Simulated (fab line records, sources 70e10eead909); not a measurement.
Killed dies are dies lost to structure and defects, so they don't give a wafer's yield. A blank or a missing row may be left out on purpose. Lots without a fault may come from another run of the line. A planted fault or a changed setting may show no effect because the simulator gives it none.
A struck lot beside a sound one | flow nand_harc | 38 steps out of a route of 1159
Sound: wafers L783.2, L783.3, L783.4. Struck: wafer L800.5. (L800.2, L800.6 of the same lot were not struck and are left out.) The cause comes at the end.
At each step with rows: each side's tool, then ch and its chambers, then its first start. Under that, the readings that differ: sound wafers | struck wafers | difference of the means | sigmas: that difference in standard deviations of wafers without a fault.
alike: readings whose means differ by less than 2 such deviations, and words and numbers that are the same on both sides. not compared: withheld readings, readings that some wafer has no value for, bounds like >300 that may hide the same value, and numbers for which the record gives no deviation and whose values overlap.
The two part at a step that has a row with sigmas, a row that says differs or no value, or rows on one side only. Numbers that don't overlap but have no deviation are shown without sigmas and don't part them. A reading that every wafer of one side lacks parts them only if that side has two wafers or more.

NHARC_A_STAIRCASE_STRIP_446: strips in O2.
  sound on plasma_asher-02 ch 0,1, day 12 23:59; struck on plasma_asher-02 ch 1, day 17 23:04
  alike: drypump_motor_current_A, heater_power_w, temp_c
  not compared: rf_hours_counter_h
then, 7 steps without rows for these wafers: NHARC_A_STAIRCASE_STRIP_447 (strips in SPM, time 900 s); NHARC_A_STAIRCASE_PRECLEAN_448 (cleans in SC1); NHARC_A_STAIRCASE_SRD_449; NHARC_A_STAIRCASE_CMP_450 (polishes SiO2, target thk 200 nm); NHARC_A_STAIRCASE_CMP_152 (polishes); NHARC_A_STAIRCASE_SRD_154; NHARC_A_STAIRCASE_ETCH_403 (etches SiO2 in dHF, target depth 108.2 nm).
NHARC_A_STAIRCASE_ETCHBACK_422: etches the open film in CH3F/O2, target depth 40 nm, time 74.286 s.
  sound on rie_diel-09 ch 0,1,2, day 13 01:20; struck on rie_diel-09 ch 2, day 18 00:26
  alike: drypump_motor_current_A, oes_product_au, rf_fwd_power_W, rf_vpp_V, showerhead_plenum_p_Torr, throttle_valve_pct
  not compared: rf_hours_counter_h
then, 1 step without rows for these wafers: NHARC_A_STAIRCASE_ETCH_423 (etches SiO2 in dHF, target depth 30 nm).
NHARC_A_STAIRCASE_ETCHBACK_157: etches the open film in CH3F/O2, target depth 90 nm, time 167.14 s.
  sound on rie_diel-11 ch 0,2,3, day 13 01:41; struck on rie_diel-11 ch 0, day 18 00:47
  reading               | sound             | struck | difference | sigmas
  oes_product_au (a.u.) | 0.926 0.930 0.929 | 1.009  | +0.081     | +3
  alike: drypump_motor_current_A, rf_fwd_power_W, rf_vpp_V, showerhead_plenum_p_Torr, throttle_valve_pct
  not compared: rf_hours_counter_h
then, 1 step without rows for these wafers: NHARC_A_STAIRCASE_STRIP_475 (strips in O2, time 20 s).
NHARC_A_STAIRCASE_DEP_471: deposits SiO2, target thk 100 nm.
  sound on pecvd-01 ch 1,2, day 13 02:00; struck on pecvd-03 ch 0, day 18 01:02
  alike: heater_power_w, rf_fwd_power_W, throttle_valve_pct
then, 13 steps without rows for these wafers: NHARC_A_STAIRCASE_CMP_472 (polishes SiO2); NHARC_A_STAIRCASE_SRD_474; NHARC_A_SGD_CUT_DEP_00 (deposits SiNx, target thk 50 nm); NHARC_A_SGD_CUT_DEHYDRATE_01 (time 120 s); NHARC_A_SGD_CUT_HMDS_02 (time 30 s); NHARC_A_SGD_CUT_COAT_56 (time 75 s); NHARC_A_SGD_CUT_COAT_57 (time 65 s); NHARC_A_SGD_CUT_COAT_03 (resist thk 90 nm); NHARC_A_SGD_CUT_SOFTBAKE_04 (time 55 s); NHARC_A_SGD_CUT_EBR_05; NHARC_A_SGD_CUT_EXPOSE_06 (exposes mask SGD); NHARC_A_SGD_CUT_PEB_07 (peb time 65 s); NHARC_A_SGD_CUT_DEVELOP_08 (develop time 35 s).
NHARC_A_SGD_CUT_CD_MEAS_09: target cd 100 nm.
  sound on cd_sem-02 ch 0, day 13 03:25; struck on cd_sem-02 ch 0, day 18 02:27
  alike: cd_nm
NHARC_A_SGD_CUT_OVL_MEAS_10:
  sound on overlay-02, day 13 03:31; struck on overlay-02, day 18 02:32
  alike: overlay_x_nm, overlay_y_nm
NHARC_A_SGD_CUT_DESCUM_14: chemistry O2, time 3 s.
  sound on rie_diel-05 ch 0,1,3, day 13 03:36; struck on rie_diel-05 ch 1, day 18 02:40
  reading               | sound             | struck | difference | sigmas
  oes_product_au (a.u.) | 1.019 1.024 1.007 | 0.987  | -0.030     | -4
  alike: drypump_motor_current_A, rf_vpp_V, showerhead_plenum_p_Torr, throttle_valve_pct
  not compared: rf_hours_counter_h
NHARC_A_SGD_CUT_ETCH_58: etches the open film in CF4, target depth 39 nm, time 65 s.
  sound on rie_diel-05 ch 0,1,2, day 13 03:42; struck on rie_diel-05 ch 3, day 18 02:44
  reading               | sound             | struck | difference | sigmas
  oes_product_au (a.u.) | 1.015 1.001 1.013 | 0.991  | -0.019     | -3
  alike: drypump_motor_current_A, rf_fwd_power_W, rf_vpp_V, showerhead_plenum_p_Torr, throttle_valve_pct
  not compared: rf_hours_counter_h
then, 7 steps without rows for these wafers: NHARC_A_SGD_CUT_ETCH_59 (etches the open film in N2/H2, target depth 260 nm, time 406.25 s); NHARC_A_SGD_CUT_ETCH_15 (etches the open film in CH3F/O2, target depth 75 nm, time 64.3 s); NHARC_A_SGD_CUT_ETCH_16 (etches the open film in C4F8/O2/Ar, target depth 310.5 nm, time 155.2 s); NHARC_A_SGD_CUT_STRIP_60 (strips in C4F8/O2/Ar); NHARC_A_SGD_CUT_STRIP_17 (strips in O2); NHARC_A_SGD_CUT_PRECLEAN_18 (cleans in SC1); NHARC_A_SGD_CUT_SRD_19.
-- the record jumps here: 8 days lie between the struck wafers' starts before and after (it left off in module A_SGD_CUT and takes up again in module END, whose first step shown is number 1159 of the route) --
NHARC_END_SORT_01:
  the record has rows for the struck wafers here (prober-02 ch 0, day 26 09:17) and none for the sound ones

WHERE THEY PART
First at NHARC_A_STAIRCASE_ETCHBACK_157; last, within this record, at NHARC_END_SORT_01.

WHY: what the simulator had put in
Chamber particle source: rie_diel-11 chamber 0, from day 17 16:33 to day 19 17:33, at NHARC_A_STAIRCASE_ETCHBACK_157. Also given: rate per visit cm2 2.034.
